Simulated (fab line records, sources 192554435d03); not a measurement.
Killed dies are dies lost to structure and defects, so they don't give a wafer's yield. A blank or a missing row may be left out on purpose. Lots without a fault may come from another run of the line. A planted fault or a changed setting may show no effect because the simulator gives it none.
Split-lot experiment | flow n5_finfet | 7 lots, 21 wafers read, on a route of 1938 steps

THE SPLIT
At N5_WELL_APT_PEB_23 (peb time 90 s), the setting peb_temp_c was moved away from the recipe's 130 C on 9 of the 21 wafers read, by -1.7% to +1.4%. The other wafers ran this setting at the recipe's value.

FROM THE SPLIT TO THE READING: what the file shows between them, 2 steps
- N5_WELL_APT_DEVELOP_24: develop time 45 s
- N5_WELL_APT_HARDBAKE_29: time 120 s

THE READING
cd_nm, in nm, at N5_WELL_APT_CD_MEAS_25 (target cd 200 nm). Fault-free wafers of this fab line usually give 200.0 nm, standard deviation 2.5 nm.

wafer  | tool, chamber at the split | peb_temp_c as run, C | against the recipe | cd_nm, nm | against lot-mates on the recipe
L074.3 | litho_track-05, 0          | 131.8                | +1.4%              | 206.5     | +13.3
L074.5 | litho_track-05, 0          | 131.8                | +1.4%              | 209.0     | +15.8
L074.6 | litho_track-05, 0          | 130                  | recipe             | 193.2     | -
L077.1 | litho_track-05, 0          | 127.8                | -1.7%              | 197.7     | no lot-mate on the recipe
L077.2 | litho_track-05, 0          | 127.8                | -1.7%              | 193.2     | no lot-mate on the recipe
L077.3 | litho_track-05, 0          | 127.8                | -1.7%              | 186.4     | no lot-mate on the recipe
L078.1 | litho_track-04, 0          | 128.1                | -1.5%              | 190.9     | -7.5
L078.4 | litho_track-04, 0          | 130                  | recipe             | 198.4     | -
L078.5 | litho_track-04, 0          | 128.1                | -1.5%              | 188.6     | -9.8
L082.1 | litho_track-05, 0          | 130                  | recipe             | 199.9     | -
L082.2 | litho_track-05, 0          | 130                  | recipe             | 201.8     | -
L082.6 | litho_track-05, 0          | 130                  | recipe             | 200.4     | -
L084.2 | litho_track-04, 0          | 130                  | recipe             | 195.2     | -
L084.4 | litho_track-04, 0          | 130                  | recipe             | 200.7     | -
L084.5 | litho_track-04, 0          | 130                  | recipe             | 204.6     | -
L093.1 | litho_track-04, 0          | 130                  | recipe             | 204.3     | -
L093.4 | litho_track-04, 0          | 130                  | recipe             | 206.0     | -
L093.6 | litho_track-04, 0          | 130                  | recipe             | 203.2     | -
L094.2 | litho_track-01, 0          | 127.8                | -1.7%              | 180.1     | -22.0
L094.4 | litho_track-01, 0          | 130                  | recipe             | 202.1     | -
L094.5 | litho_track-01, 0          | 127.8                | -1.7%              | 177.5     | -24.6

THE FIT
A straight line over all 21 wafers: cd_nm changes by +7.24 nm for each +1% of peb_temp_c; r = +0.82; the points scatter about the line by 5 nm.
The same after taking each lot's own level away (the mean of its wafers on the recipe; 18 wafers): +10.5 nm for each +1%; r = +0.93; scatter 3.6 nm.
On that fit, the largest move of peb_temp_c shifts the reading by 18 nm.
The lots' own levels span 193.20 to 204.50 nm, that is 4.5 times the standard deviation above.
So the lot-to-lot level changes the slope: the two fits differ.
Check: with one of the wafers moved furthest among these (-1.7%) left out of the fit, the line predicts -16.3 nm for it against its lot-mates. It came out at -22 nm against them.

OTHER SPLITS ON THESE WAFERS
These wafers also went through other splits before the reading. Each is held against what the fit with the lots' levels taken away leaves over:
other split on the same wafers | wafers away from the commonest value | r with cd_nm (lot level and that fit taken away)
N5_WELL_APT_PEB_06 peb_time_s  | 8                                    | +0.49
N5_WELL_APT_DESCUM_13 time_s   | 5                                    | +0.10

THE WHOLE CHAIN: every reading that the file lists as answering this split, in the file's order
step                   | what it does             | reading                                                         | change (the file's fit)              | r (the file's)
N5_WELL_APT_CD_MEAS_25 | target cd 200 nm         | cd_nm                                                           | +10.4 nm for each +1% of the setting | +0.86
N5_WELL_APT_DESCUM_30  | chemistry O2, time 7.9 s | WELL_APT.cd_nm (the simulator's own value, which no gauge read) | +10.3 nm for each +1% of the setting | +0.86

THE FILE'S OWN FIT
cd_nm changes by +10.4 nm for each +1% of peb_temp_c, r = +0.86.
